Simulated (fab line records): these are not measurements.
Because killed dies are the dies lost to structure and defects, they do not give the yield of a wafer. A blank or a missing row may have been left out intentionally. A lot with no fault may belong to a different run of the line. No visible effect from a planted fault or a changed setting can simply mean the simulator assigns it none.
fab line records	flow nand_harc
record: lots: 24	wafers: 72	last_day: 25
route steps=1159 shown A_STAIRCASE@676 A_SGD_CUT@776 A_CONTACT@854
lots with no fault: from the same line, run without faults
start_h: hours from the record's opening day to when the first of the lot's shown wafers began	wait_h: how many hours have passed since the lot's step before this one	" same as the row above	L1.1+2: a single row standing in for several wafers	- no value, or no start was given	* or withheld: withheld	< > ~ a bound
route shown NAME@n: a module of which the file shows steps, and the number in the route of the first	usual: the fault-free wafers' mean and standard deviation	same: alike in all rows	chamber/n: place in a boat	sites: per-site readings	_std_site: standard deviation of those values	_edge_site: outer sites' mean less inner sites'	radius_mm: for every site, how far away it sits from the centre of the wafer	mask NAME#n: copy n	behind: the tool/chamber that last shaped the wafer	hold: what put the lot on hold/how long, in hours/how the hold closed	device: the n, p or np transistor that did not switch	end of line: at the end of the route, the tests of the same wafers	step lacking rows: just its recipe	killed: at the first sort, the dies lost to defects and structure; wafer yield is something else	map: the dies of a wafer, with x for killed, . for not killed, _ for no die there
set.NAME: the setting that was run; set.NAME@STEP: the one run at that earlier step	model.NAME: the simulator's own value behind a step, which no gauge read
steps of the route over a sample of lots; a table a step, a row a wafer
services: from which hour (start_h, from the record's first day; less than 0 if before it) a tool's chamber was out of use, for how many hours, and why
== steps ==
step: NHARC_A_STAIRCASE_DEP_301
recipe: target_thk_a: 300	target_thk_nm: 30	temp_c: 400	pressure_torr: 3.5	flow_sccm: 200	rf_w: 350	material: SiON
usual: heater_power_outer_w: 452/81	heater_power_w: 759/150
lot.wafer	tool	chamber	start_h	wait_h	heater_power_outer_w	heater_power_w
L074.1	pecvd-01	1	256.64	1.6	477	844
L074.4	"	0	"	"	573	984
L074.5	"	1	"	"	484	816
L077.3	pecvd-01	1	269.06	0.9	449	782
L077.6	"	1	"	"	453	784
L077.4	"	2	"	"	365	561
L075.2	pecvd-02	2	274.50	1.5	552	919
L075.6	"	1	"	"	383	701
L075.4	"	2	"	"	553	950
L076.2	pecvd-02	0	276.05	1.3	384	692
L076.1	"	1	"	"	456	753
L076.6	"	0	"	"	389	690
L078.3	pecvd-01	1	277.38	1.0	539	891
L078.5	"	1	"	"	547	919
L078.4	"	2	"	"	327	479
L079.3	pecvd-01	2	285.67	0.9	369	548
L079.2	"	1	"	"	533	895
L079.5	"	2	"	"	363	554
L080.1	pecvd-01	2	286.85	1.6	376	575
L080.2	"	0	"	"	541	953
L080.3	"	1	"	"	497	862
L082.3	pecvd-02	2	300.07	1.0	536	902
L082.2	"	0	"	"	406	690
L082.6	"	1	"	"	372	674
L081.1	pecvd-01	2	304.69	1.6	378	564
L081.6	"	2	"	"	395	582
L081.4	"	0	"	"	464	862
L084.1	pecvd-01	0	311.60	1.6	551	934
L084.4	"	1	"	"	485	822
L084.6	"	0	"	"	559	958
L083.2	pecvd-04	0	315.52	1.3	451	724
L083.5	"	0	"	"	453	735
L083.4	"	1	"	"	488	838
L087.1	pecvd-04	2	338.02	1.8	356	611
L087.5	"	2	"	"	367	600
L087.4	"	1	"	"	436	743
L086.2	pecvd-01	1	340.09	1.4	463	801
L086.1	"	2	"	"	316	501
L086.4	"	2	"	"	321	502
L088.3	pecvd-04	1	341.06	1.0	533	870
L088.4	"	1	"	"	545	899
L088.5	"	2	"	"	317	549
L085.3	pecvd-01	0	341.75	0.9	584	1000
L085.1	"	1	"	"	517	878
L085.6	"	2	"	"	321	504
L089.1	pecvd-04	2	345.27	1.6	387	648
L089.5	"	2	"	"	384	657
L089.4	"	0	"	"	441	698
L090.3	pecvd-01	2	353.59	1.0	398	597
L090.1	"	0	"	"	572	998
L090.6	"	1	"	"	441	756
L091.2	pecvd-02	1	358.52	1.3	480	813
L091.4	"	0	"	"	460	772
L091.6	"	1	"	"	480	827
L092.2	pecvd-04	2	358.80	1.2	363	624
L092.3	"	0	"	"	443	720
L092.6	"	2	"	"	363	615
L093.2	pecvd-04	0	370.84	1.6	390	671
L093.3	"	1	"	"	495	826
L093.4	"	1	"	"	507	839
L094.6	pecvd-02	2	378.58	0.8	542	916
L094.5	"	0	"	"	365	653
L094.4	"	1	"	"	454	739
L095.2	pecvd-02	2	379.93	1.3	577	992
L095.6	"	2	"	"	597	981
L095.5	"	0	"	"	387	707
L097.3	pecvd-04	1	393.14	1.0	580	968
L097.4	"	0	"	"	407	686
L097.6	"	1	"	"	591	941
L096.4	pecvd-01	1	401.43	0.7	452	796
L096.3	"	2	"	"	325	509
L096.5	"	1	"	"	454	804
step: NHARC_A_STAIRCASE_STRIP_475
recipe: time_s: 20	o2_flow_sccm: 500	ar_flow_sccm: 0	bias_w: 0	chemistry: O2
usual: drypump_motor_current_A: 5.6/0.51	oes_product_au: 1.000/0.0075	rf_vpp_V: 57.6/1	showerhead_plenum_p_Torr: 3.50/0.16	throttle_valve_pct: 17.036/0.0087
lot.wafer	tool	chamber	start_h	wait_h	drypump_motor_current_A	oes_product_au	rf_hours_counter_h	rf_vpp_V	showerhead_plenum_p_Torr	throttle_valve_pct
L074.1	rie_diel-01	1	-	-	5.4	0.988	60	58.3	3.34	17.033
L074.4	"	3	"	"	5.2	0.993	50	57.6	3.68	17.031
L074.5	"	0	"	"	5.8	1.000	-	58.1	3.67	17.034
L077.3	rie_diel-04	0	-	-	5.9	1.006	9	57.0	3.60	17.033
L077.4	"	1	"	"	5.0	0.997	4	58.2	3.49	17.049
L077.6	"	1	"	"	5.0	1.003	-	56.1	3.49	17.021
L076.1	rie_diel-04	2	-	-	5.4	0.998	9	58.7	3.50	17.035
L076.2	"	3	"	"	6.7	0.999	5	57.9	3.38	17.032
L076.6	"	2	"	"	5.4	0.993	-	58.5	3.50	17.038
L075.2	rie_diel-08	0	-	-	5.9	0.999	5	57.8	3.30	17.028
L075.4	"	1	"	"	6.4	1.004	5	57.5	3.42	17.041
L075.6	"	1	"	"	6.4	1.010	-	59.0	3.42	17.042
L078.3	rie_diel-08	1	-	-	6.4	1.008	5	58.2	3.42	17.037
L078.4	"	2	"	"	5.2	1.001	5	56.7	3.77	17.050
L078.5	"	2	"	"	5.2	1.010	-	58.6	3.77	17.045
L080.3	rie_diel-04	1	-	-	5.0	1.008	10	58.3	3.49	17.036
L080.1	"	2	"	"	5.4	1.011	16	56.8	3.49	17.027
L080.2	"	0	"	"	5.9	0.999	16	57.8	3.60	17.047
L079.2	rie_diel-08	2	-	-	5.2	1.016	11	59.0	3.76	17.029
L079.3	"	1	"	"	6.4	1.006	12	57.0	3.41	17.038
L079.5	"	3	"	"	5.5	1.003	-	57.0	3.29	17.049
L081.1	rie_diel-01	1	-	-	5.5	0.994	9	56.6	3.33	17.035
L081.4	"	2	"	"	4.8	1.011	8	59.0	3.57	17.032
L081.6	"	2	"	"	4.8	0.994	-	58.0	3.57	17.039
L082.3	rie_diel-08	3	348.01	0.2	5.5	1.020	16	57.4	3.29	17.044
L082.2	"	0	"	"	5.9	0.994	18	56.3	3.29	17.030
L082.6	"	2	"	"	5.2	1.008	-	57.5	3.76	17.038
L084.4	rie_diel-01	3	-	-	5.2	0.992	13	58.0	3.67	17.038
L084.1	"	0	"	"	5.8	0.995	15	58.5	3.66	17.035
L084.6	"	3	"	"	5.2	0.997	-	57.7	3.67	17.035
L083.4	rie_diel-08	1	-	-	6.4	1.001	21	57.5	3.41	17.036
L083.2	"	3	"	"	5.5	0.992	25	56.7	3.28	17.036
L083.5	"	1	"	"	6.4	1.003	-	57.3	3.41	17.035
L087.1	rie_diel-01	3	-	-	5.2	1.003	18	59.7	3.66	17.038
L087.4	"	0	"	"	5.8	0.989	20	59.0	3.65	17.038
L087.5	"	0	"	"	5.8	0.991	-	58.0	3.65	17.030
L086.1	rie_diel-04	0	-	-	5.9	0.995	35	58.4	3.59	17.038
L086.4	"	2	"	"	5.4	0.990	32	56.7	3.48	17.039
L086.2	"	3	"	"	6.7	0.991	29	57.5	3.37	17.023
L088.4	rie_diel-08	0	-	-	5.9	1.000	35	57.8	3.29	17.033
L088.3	"	1	"	"	6.4	1.015	29	57.4	3.40	17.033
L088.5	"	1	"	"	6.4	1.016	-	57.4	3.40	17.032
L089.4	rie_diel-08	2	-	-	5.2	1.004	34	58.6	3.75	17.033
L089.1	"	3	"	"	5.5	1.002	34	56.1	3.28	17.050
L089.5	"	1	"	"	6.4	1.004	-	56.4	3.40	17.027
L085.1	rie_diel-08	2	-	-	5.2	1.008	34	59.8	3.75	17.022
L085.3	"	0	"	"	5.9	0.995	35	55.8	3.29	17.037
L085.6	"	1	"	"	6.4	1.012	-	57.2	3.40	17.026
L092.2	rie_diel-04	0	-	-	5.9	1.014	43	58.3	3.58	17.039
L092.3	"	3	"	"	6.7	0.992	37	57.8	3.36	17.023
L092.6	"	0	"	"	5.9	1.010	-	57.1	3.58	17.025
L090.3	rie_diel-04	0	-	-	5.9	1.011	43	58.4	3.58	17.037
L090.1	"	1	"	"	5.0	1.004	37	58.2	3.48	17.024
L090.6	"	3	"	"	6.7	1.003	-	56.6	3.36	17.027
L091.4	rie_diel-01	3	-	-	5.2	0.999	25	58.1	3.66	17.046
L091.2	"	1	"	"	5.5	1.003	30	57.2	3.32	17.025
L091.6	"	0	"	"	5.8	0.992	-	58.9	3.65	17.056
L093.4	rie_diel-01	3	-	-	5.2	0.995	28	58.8	3.66	17.021
L093.3	"	0	"	"	5.8	0.992	33	58.5	3.65	17.036
L093.2	"	2	"	"	4.8	0.995	28	57.6	3.56	17.040
L094.4	rie_diel-08	2	-	-	5.2	1.005	46	57.7	3.74	17.026
L094.5	"	1	"	"	6.4	0.994	-	56.4	3.40	17.040
L094.6	"	2	"	"	5.2	1.002	-	59.4	3.74	17.042
L095.2	rie_diel-01	0	-	-	5.8	0.993	37	57.6	3.64	17.038
L095.6	"	3	"	"	5.2	0.997	-	60.1	3.65	17.026
L095.5	"	0	"	"	5.8	0.996	-	57.1	3.64	17.038
L097.3	rie_diel-08	2	-	-	5.2	1.010	50	57.7	3.74	17.038
L097.6	"	2	"	"	5.2	1.004	-	59.9	3.74	17.030
L097.4	"	1	"	"	6.4	0.987	-	57.7	3.40	17.031
L096.4	rie_diel-01	3	-	-	5.2	0.997	41	57.1	3.65	17.019
L096.3	"	0	"	"	5.8	0.986	44	57.8	3.64	17.033
L096.5	"	2	"	"	4.8	0.990	-	58.4	3.55	17.043
step: NHARC_A_SGD_CUT_ETCHBACK_24
recipe: target_depth_a: 500	over_etch_frac: 0.3	time_s: 92.857	ion_energy_ev: 120	ch3f_flow_sccm: 50	o2_flow_sccm: 30	ar_flow_sccm: 200	rf_w: 500	bias_w: 100	chemistry: CH3F/O2
usual: drypump_motor_current_A: 5.8/0.5	oes_product_au: 0.97/0.035	rf_vpp_V: 244.2/1.5	showerhead_plenum_p_Torr: 2.44/0.086	throttle_valve_pct: 20.663/0.0093
lot.wafer	tool	chamber	start_h	wait_h	drypump_motor_current_A	oes_product_au	rf_hours_counter_h	rf_vpp_V	showerhead_plenum_p_Torr	throttle_valve_pct
L074.1	rie_diel-06	3	312.02	0.1	6.0	0.99	8	244.3	2.37	20.666
L074.4	"	0	"	"	5.8	0.99	6	243.4	2.40	20.671
L074.5	"	0	"	"	5.8	0.99	-	243.5	2.40	20.649
L077.4	rie_diel-12	3	326.05	0.1	6.4	1.01	9	244.0	2.51	20.668
L077.3	"	0	"	"	5.9	1.01	9	242.2	2.29	20.669
L077.6	"	3	"	"	6.4	1.02	-	244.6	2.51	20.671
L076.1	rie_diel-09	3	326.07	0.2	5.4	1.01	6	244.7	2.48	20.665
L076.2	"	0	"	"	5.1	1.00	5	246.2	2.59	20.650
L076.6	"	1	"	"	5.1	0.99	-	245.0	2.49	20.658
L075.4	rie_diel-06	2	326.19	0.1	5.1	0.92	9	245.8	2.46	20.681
L075.2	"	1	"	"	6.0	0.92	9	243.7	2.46	20.662
L075.6	"	3	"	"	6.0	0.93	-	242.3	2.37	20.679
L078.4	rie_diel-12	2	326.21	0.2	6.4	0.93	9	245.9	2.57	20.672
L078.3	"	3	"	"	6.4	0.93	9	244.8	2.51	20.657
L078.5	"	2	"	"	6.5	0.93	-	245.8	2.57	20.655
L080.1	rie_diel-06	0	339.77	0.1	5.8	0.93	8	243.3	2.40	20.663
L080.2	"	1	"	"	6.0	0.91	11	245.4	2.46	20.666
L080.3	"	3	"	"	6.0	0.91	11	243.3	2.37	20.646
L079.2	rie_diel-09	3	339.78	0.2	5.4	0.92	7	244.7	2.48	20.671
L079.3	"	0	"	"	5.1	0.92	6	245.5	2.59	20.665
L079.5	"	2	"	"	6.5	0.93	-	243.2	2.36	20.648
L081.4	rie_diel-12	2	355.40	0.2	6.4	1.00	11	246.0	2.57	20.675
L081.1	"	0	"	"	5.9	1.01	11	243.1	2.29	20.671
L081.6	"	2	"	"	6.4	0.99	-	245.4	2.57	20.668
L082.3	rie_diel-06	2	355.53	0.1	5.0	1.00	13	244.8	2.46	20.664
L082.2	"	0	"	"	5.8	0.99	10	243.5	2.40	20.652
L082.6	"	2	"	"	5.1	1.00	-	245.1	2.46	20.655
L084.1	rie_diel-12	0	370.87	0.1	5.9	0.99	13	243.2	2.29	20.657
L084.4	"	1	"	"	5.5	1.00	11	243.2	2.36	20.640
L084.6	"	0	"	"	5.9	0.99	-	241.5	2.29	20.661
L083.2	rie_diel-06	2	370.89	0.2	5.1	0.99	14	244.4	2.46	20.650
L083.4	"	3	"	"	6.0	0.99	13	243.6	2.37	20.650
L083.5	"	2	"	"	5.1	0.98	-	243.5	2.46	20.653
L086.2	rie_diel-12	2	391.52	0.2	6.4	0.99	0	247.2	2.57	20.650
L086.1	"	3	"	"	6.4	1.00	0	245.3	2.51	20.671
L086.4	"	0	"	"	5.9	0.99	0	243.1	2.29	20.661
L087.4	rie_diel-06	1	391.54	0.1	6.0	0.92	15	244.6	2.45	20.667
L087.1	"	2	"	"	5.0	0.93	16	245.0	2.46	20.651
L087.5	"	1	"	"	6.0	0.92	-	244.6	2.45	20.658
L085.1	rie_diel-09	2	402.14	0.1	6.5	0.99	13	242.8	2.35	20.663
L085.3	"	3	"	"	5.4	1.00	15	244.9	2.47	20.650
L085.6	"	3	"	"	5.4	1.00	-	243.6	2.47	20.658
L089.4	rie_diel-06	2	402.14	0.1	5.1	0.93	17	245.0	2.46	20.668
L089.1	"	0	"	"	5.8	0.94	15	243.9	2.40	20.680
L089.5	"	2	"	"	5.0	0.93	-	244.3	2.46	20.661
L088.3	rie_diel-12	2	402.30	0.1	6.4	0.99	1	247.1	2.57	20.666
L088.4	"	3	"	"	6.3	1.00	1	243.8	2.51	20.665
L088.5	"	2	"	"	6.4	0.99	-	246.3	2.57	20.651
L091.4	rie_diel-09	0	410.95	0.2	5.1	0.93	15	247.9	2.59	20.680
L091.2	"	2	"	"	6.5	0.93	14	242.2	2.35	20.669
L091.6	"	1	"	"	5.1	0.92	-	244.5	2.49	20.676
L090.1	rie_diel-12	1	410.95	0.1	5.4	0.99	2	242.5	2.36	20.656
L090.3	"	0	"	"	5.9	0.99	2	243.3	2.29	20.659
L090.6	"	2	"	"	6.4	1.00	-	244.9	2.57	20.658
L092.2	rie_diel-06	1	410.98	0.2	6.1	0.98	18	243.6	2.45	20.661
L092.3	"	0	"	"	5.8	1.00	16	244.1	2.40	20.663
L092.6	"	2	"	"	5.1	1.00	-	244.5	2.46	20.665
L093.2	rie_diel-09	1	423.59	0.1	5.1	1.00	16	245.7	2.49	20.660
L093.4	"	2	"	"	6.5	1.00	16	244.0	2.35	20.672
L093.3	"	0	"	"	5.1	1.00	16	247.8	2.59	20.658
L094.4	rie_diel-06	1	436.74	0.2	6.0	0.93	1	244.0	2.45	20.645
L094.5	"	1	"	"	6.0	0.92	-	243.5	2.45	20.661
L094.6	"	2	"	"	5.1	0.92	-	243.1	2.46	20.642
L095.2	rie_diel-12	2	436.74	0.2	6.4	0.93	4	246.9	2.57	20.662
L095.5	"	1	"	"	5.4	0.92	-	243.4	2.36	20.666
L095.6	"	2	"	"	6.4	0.92	-	245.8	2.57	20.675
L097.4	rie_diel-12	1	449.70	0.2	5.4	0.92	5	242.0	2.36	20.670
L097.3	"	3	"	"	6.3	0.93	5	245.6	2.51	20.665
L097.6	"	1	"	"	5.4	0.93	-	242.2	2.36	20.652
L096.3	rie_diel-09	2	457.81	0.2	6.5	1.00	2	245.0	2.35	20.648
L096.4	"	0	"	"	5.1	0.99	-	245.9	2.59	20.654
L096.5	"	2	"	"	6.5	1.00	-	244.0	2.35	20.665
step: NHARC_A_SGD_CUT_INSPECT_25
usual: raw_defect_count: 305/89
lot.wafer	tool	chamber	start_h	wait_h	raw_defect_count
L074.1	defect_inspect-01	-	312.26	-	164
L074.4	"	-	"	"	234
L074.5	"	-	"	"	263
L077.3	defect_inspect-02	-	326.28	-	213
L077.4	"	-	"	"	274
L077.6	"	-	"	"	247
L076.1	defect_inspect-02	-	326.32	-	227
L076.2	"	-	"	"	231
L076.6	"	-	"	"	193
L075.2	defect_inspect-01	-	326.43	-	266
L075.4	"	-	"	"	297
L075.6	"	-	"	"	450
L078.3	defect_inspect-02	-	326.44	-	343
L078.4	"	-	"	"	347
L078.5	"	-	"	"	261
L079.2	defect_inspect-02	-	340.00	-	313
L079.3	"	-	"	"	322
L079.5	"	-	"	"	334
L080.1	defect_inspect-01	-	340.01	-	195
L080.2	"	-	"	"	214
L080.3	"	-	"	"	258
L081.1	defect_inspect-02	-	355.63	-	265
L081.4	"	-	"	"	226
L081.6	"	-	"	"	326
L082.2	defect_inspect-01	-	355.78	-	363
L082.3	"	-	"	"	429
L082.6	"	-	"	"	443
L084.1	defect_inspect-01	-	371.11	-	258
L084.4	"	-	"	"	348
L084.6	"	-	"	"	372
L083.2	defect_inspect-02	-	371.12	-	229
L083.4	"	-	"	"	247
L083.5	"	-	"	"	314
L086.1	defect_inspect-01	-	391.75	-	358
L086.2	"	-	"	"	597
L086.4	"	-	"	"	499
L087.1	defect_inspect-01	-	391.78	-	235
L087.4	"	-	"	"	241
L087.5	"	-	"	"	319
L089.1	defect_inspect-02	-	402.38	-	437
L089.4	"	-	"	"	362
L089.5	"	-	"	"	321
L085.1	defect_inspect-02	-	402.42	-	219
L085.3	"	-	"	"	282
L085.6	"	-	"	"	374
L088.3	defect_inspect-01	-	402.54	-	365
L088.4	"	-	"	"	287
L088.5	"	-	"	"	331
L091.2	defect_inspect-02	-	411.19	-	297
L091.4	"	-	"	"	534
L091.6	"	-	"	"	326
L090.1	defect_inspect-02	-	411.19	-	145
L090.3	"	-	"	"	210
L090.6	"	-	"	"	241
L092.2	defect_inspect-02	-	411.23	-	207
L092.3	"	-	"	"	231
L092.6	"	-	"	"	229
L093.2	defect_inspect-01	-	423.83	-	255
L093.3	"	-	"	"	391
L093.4	"	-	"	"	320
L095.2	defect_inspect-02	-	436.97	-	227
L095.5	"	-	"	"	259
L095.6	"	-	"	"	258
L094.4	defect_inspect-01	-	436.98	-	168
L094.5	"	-	"	"	308
L094.6	"	-	"	"	314
L097.3	defect_inspect-01	-	449.93	-	254
L097.4	"	-	"	"	296
L097.6	"	-	"	"	236
L096.3	defect_inspect-01	-	458.05	-	301
L096.4	"	-	"	"	623
L096.5	"	-	"	"	432
step: NHARC_A_CONTACT_CD_MEAS_42
recipe: target_cd_nm: 200	landing_energy_ev: 500
usual: cd_nm: 200.0/0.42
same: landing_energy_ev: 500
lot.wafer	tool	chamber	start_h	wait_h	cd_nm
L074.1	cd_sem-02	0	363.69	-	199.7
L074.4	"	0	"	"	200.6
L074.5	"	0	"	"	200.0
L077.3	cd_sem-03	0	372.64	-	199.2
L077.4	"	0	"	"	199.7
L077.6	"	0	"	"	200.3
L076.1	cd_sem-03	0	372.78	-	200.2
L076.2	"	0	"	"	200.3
L076.6	"	0	"	"	200.8
L075.2	cd_sem-03	0	379.01	-	199.9
L075.4	"	0	"	"	200.6
L075.6	"	0	"	"	199.8
L078.3	cd_sem-02	0	379.21	-	199.5
L078.4	"	0	"	"	200.5
L078.5	"	0	"	"	199.8
L079.2	cd_sem-03	0	387.64	-	200.8
L079.3	"	0	"	"	199.8
L079.5	"	0	"	"	200.0
L080.1	cd_sem-02	0	390.82	-	199.7
L080.2	"	0	"	"	200.0
L080.3	"	0	"	"	199.6
L081.1	cd_sem-01	0	404.69	-	200.6
L081.4	"	0	"	"	199.4
L081.6	"	0	"	"	199.4
L082.2	cd_sem-03	0	412.58	-	200.0
L082.3	"	0	"	"	200.4
L082.6	"	0	"	"	200.0
L083.2	cd_sem-03	0	419.33	-	200.1
L083.4	"	0	"	"	199.9
L083.5	"	0	"	"	200.2
L084.1	cd_sem-02	0	422.08	-	200.1
L084.4	"	0	"	"	200.1
L084.6	"	0	"	"	200.0
L086.1	cd_sem-01	0	441.42	-	200.0
L086.2	"	0	"	"	200.1
L086.4	"	0	"	"	199.5
L087.1	cd_sem-02	0	443.22	-	199.6
L087.4	"	0	"	"	199.2
L087.5	"	0	"	"	199.8
L085.1	cd_sem-02	0	450.61	-	200.3
L085.3	"	0	"	"	199.8
L085.6	"	0	"	"	200.5
L089.1	cd_sem-01	0	450.79	-	199.5
L089.4	"	0	"	"	200.4
L089.5	"	0	"	"	199.9
L088.3	cd_sem-01	0	456.87	-	199.2
L088.4	"	0	"	"	199.2
L088.5	"	0	"	"	199.6
L090.1	cd_sem-01	0	457.91	-	199.1
L090.3	"	0	"	"	199.2
L090.6	"	0	"	"	199.9
L092.2	cd_sem-03	0	462.55	-	200.0
L092.3	"	0	"	"	200.1
L092.6	"	0	"	"	200.3
L091.2	cd_sem-01	0	466.60	-	199.9
L091.4	"	0	"	"	200.0
L091.6	"	0	"	"	200.6
L093.2	cd_sem-03	0	474.98	-	200.5
L093.3	"	0	"	"	200.4
L093.4	"	0	"	"	201.0
L095.2	cd_sem-03	0	496.28	-	199.0
L095.5	"	0	"	"	199.9
L095.6	"	0	"	"	199.3
L094.4	cd_sem-02	0	500.58	-	199.6
L094.5	"	0	"	"	199.9
L094.6	"	0	"	"	200.0
L097.3	cd_sem-01	0	505.64	-	200.1
L097.4	"	0	"	"	200.3
L097.6	"	0	"	"	200.6
L096.3	cd_sem-03	0	511.67	-	200.0
L096.4	"	0	"	"	199.9
L096.5	"	0	"	"	199.9
step: NHARC_A_CONTACT_ETCH_118
recipe: source_w: withheld	pressure_mtorr: 20	bias_v: 3000	time_s: 94	target_depth_a: 9220	ar_flow_sccm: withheld	c4f8_flow_sccm: withheld	o2_flow_sccm: withheld	chemistry: C4F8/O2/Ar
lot.wafer	tool	chamber	start_h	wait_h	rf_hours_counter_h
L074.1	har_cap_etch-01	1	365.88	0.1	58
L074.4	"	1	"	"	-
L074.5	"	0	"	"	-
L077.4	har_cap_etch-03	1	374.86	0.1	-
L077.3	"	0	"	"	-
L077.6	"	0	"	"	-
L076.2	har_cap_etch-02	1	374.97	0.1	10
L076.1	"	0	"	"	10
L076.6	"	1	"	"	-
L075.2	har_cap_etch-01	0	381.24	0.1	61
L075.4	"	0	"	"	-
L075.6	"	1	"	"	-
L078.3	har_cap_etch-03	0	381.85	0.1	-
L078.4	"	1	"	"	-
L078.5	"	0	"	"	-
L079.2	har_cap_etch-01	1	390.10	0.1	64
L079.3	"	1	"	"	-
L079.5	"	1	"	"	-
L080.2	har_cap_etch-02	1	393.14	0.1	14
L080.1	"	0	"	"	14
L080.3	"	1	"	"	-
L081.1	har_cap_etch-02	0	406.93	0.1	17
L081.4	"	1	"	"	-
L081.6	"	1	"	"	-
L082.2	har_cap_etch-03	0	415.40	0.1	86
L082.3	"	1	"	"	-
L082.6	"	1	"	"	-
L083.2	har_cap_etch-01	1	421.52	0.1	68
L083.4	"	1	"	"	-
L083.5	"	0	"	"	-
L084.1	har_cap_etch-02	0	424.34	0.1	19
L084.4	"	1	"	"	-
L084.6	"	0	"	"	-
L086.2	har_cap_etch-01	0	443.60	0.1	71
L086.1	"	1	"	"	71
L086.4	"	0	"	"	-
L087.1	har_cap_etch-03	1	445.41	0.1	90
L087.4	"	1	"	"	-
L087.5	"	1	"	"	-
L089.1	har_cap_etch-03	0	452.97	0.1	91
L089.4	"	0	"	"	-
L089.5	"	0	"	"	-
L085.1	har_cap_etch-02	1	453.05	0.1	24
L085.3	"	1	"	"	-
L085.6	"	0	"	"	-
L088.3	har_cap_etch-02	0	459.32	0.1	-
L088.4	"	1	"	"	-
L088.5	"	0	"	"	-
L090.1	har_cap_etch-01	0	460.38	0.1	74
L090.3	"	1	"	"	-
L090.6	"	0	"	"	-
L092.2	har_cap_etch-01	0	465.37	0.1	75
L092.3	"	1	"	"	-
L092.6	"	1	"	"	-
L091.2	har_cap_etch-02	1	468.90	0.1	28
L091.4	"	1	"	"	-
L091.6	"	0	"	"	-
L093.2	har_cap_etch-01	0	477.30	0.1	78
L093.3	"	0	"	"	-
L093.4	"	1	"	"	-
L095.2	har_cap_etch-01	0	498.53	0.1	80
L095.6	"	1	"	"	-
L095.5	"	0	"	"	-
L094.4	har_cap_etch-03	0	502.81	0.1	-
L094.5	"	1	"	"	-
L094.6	"	0	"	"	-
L097.4	har_cap_etch-01	0	507.86	0.1	-
L097.3	"	1	"	"	-
L097.6	"	1	"	"	-
L096.4	har_cap_etch-03	1	515.86	0.1	-
L096.3	"	0	"	"	-
L096.5	"	1	"	"	-
== services ==
tool	chamber	start_h	hours	kind
pecvd-01	-	237.85	13.0	pm
rie_diel-06	-	241.20	9.0	pm
rie_diel-12	2	269.18	3.9	repair
rie_diel-12	1	270.44	6.8	repair
rie_diel-06	0	280.77	6.9	repair
rie_diel-08	-	302.10	9.0	pm
rie_diel-01	-	315.57	9.0	pm
rie_diel-08	1	346.30	13.8	repair
pecvd-01	2	363.79	20.8	repair
rie_diel-12	-	379.40	9.0	pm
rie_diel-12	-	389.06	1.5	repair
pecvd-01	-	398.89	0.3	repair
har_cap_etch-01	-	416.83	0.6	repair
rie_diel-06	-	418.20	9.0	pm
pecvd-01	-	418.85	13.0	pm
rie_diel-08	0	433.33	29.2	repair
rie_diel-12	2	462.04	9.5	repair
rie_diel-12	0	471.20	8.2	repair
rie_diel-01	2	474.95	4.9	repair
rie_diel-08	-	479.11	9.0	pm
rie_diel-01	-	492.57	9.0	pm
rie_diel-06	1	495.80	11.9	repair
pecvd-01	-	503.18	1.4	repair
rie_diel-06	2	511.32	6.2	repair
== key ==
fault none
